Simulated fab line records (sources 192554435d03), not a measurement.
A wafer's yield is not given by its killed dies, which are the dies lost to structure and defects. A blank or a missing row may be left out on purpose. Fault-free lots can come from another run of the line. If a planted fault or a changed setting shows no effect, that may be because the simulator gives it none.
Chamber matching | flow n5_finfet | N5_HKMG_FIN_ALD_71 on ald_metal-04: 4 sister chambers
The step deposits TiN, target thk 1 nm, pulse time 1 s, purge time 3 s. 7 wafers are shown with their chamber, then 7 later ones without.

## WAFERS WITH THEIR CHAMBER
wafer  | chamber | heater_power_w (W) | precursor_pulse_height_rel
L087.1 | 1       | 927                | 1.001
L087.5 | 3       | 927                | 1.039
L088.2 | 1       | 929                | 0.984
L088.3 | 2       | 963                | 1.023
L088.6 | 2       | 1023               | 1.021
L090.1 | 3       | 902                | 0.991
L090.4 | 0       | 805                | 1.012

## WAFERS WITH NO CHAMBER GIVEN
wafer  | heater_power_w (W) | precursor_pulse_height_rel
L090.6 | 981                | 0.986
L094.2 | 797                | 0.974
L094.5 | 812                | 1.029
L094.6 | 944                | 1.010
L097.1 | 963                | 1.017
L097.2 | 907                | 0.984
L097.5 | 982                | 1.005

## WHICH CHAMBER EACH WENT THROUGH
wafer  | from the rows above          | in truth
L090.6 | can't be placed: 2 or 1 or 3 | 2
L094.2 | 0                            | 0
L094.5 | 0                            | 0
L094.6 | can't be placed: 1 or 3 or 2 | 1
L097.1 | can't be placed: 2 or 1 or 3 | 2
L097.2 | can't be placed: 1 or 3      | 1
L097.5 | can't be placed: 2 or 1 or 3 | 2
Correctly placed: 2 of 7. From these rows, 5 cannot be placed; in 5 the true chamber is one of the candidates. 0 placed wrongly.
How it was worked out, from the rows above alone: a wafer's distance from a chamber is the root of the sum, over the readings, of the square of ((its reading less the chamber's mean) divided by the reading's scatter). The wafer belongs to the nearest chamber; if the next one is less than 2 further off, it can't be placed. A chamber's mean is the mean of its shown wafers. The scatter is the square root of a quotient: the sum, over the shown wafers, of each reading's squared deviation from its chamber's mean, divided by wafers minus chambers.
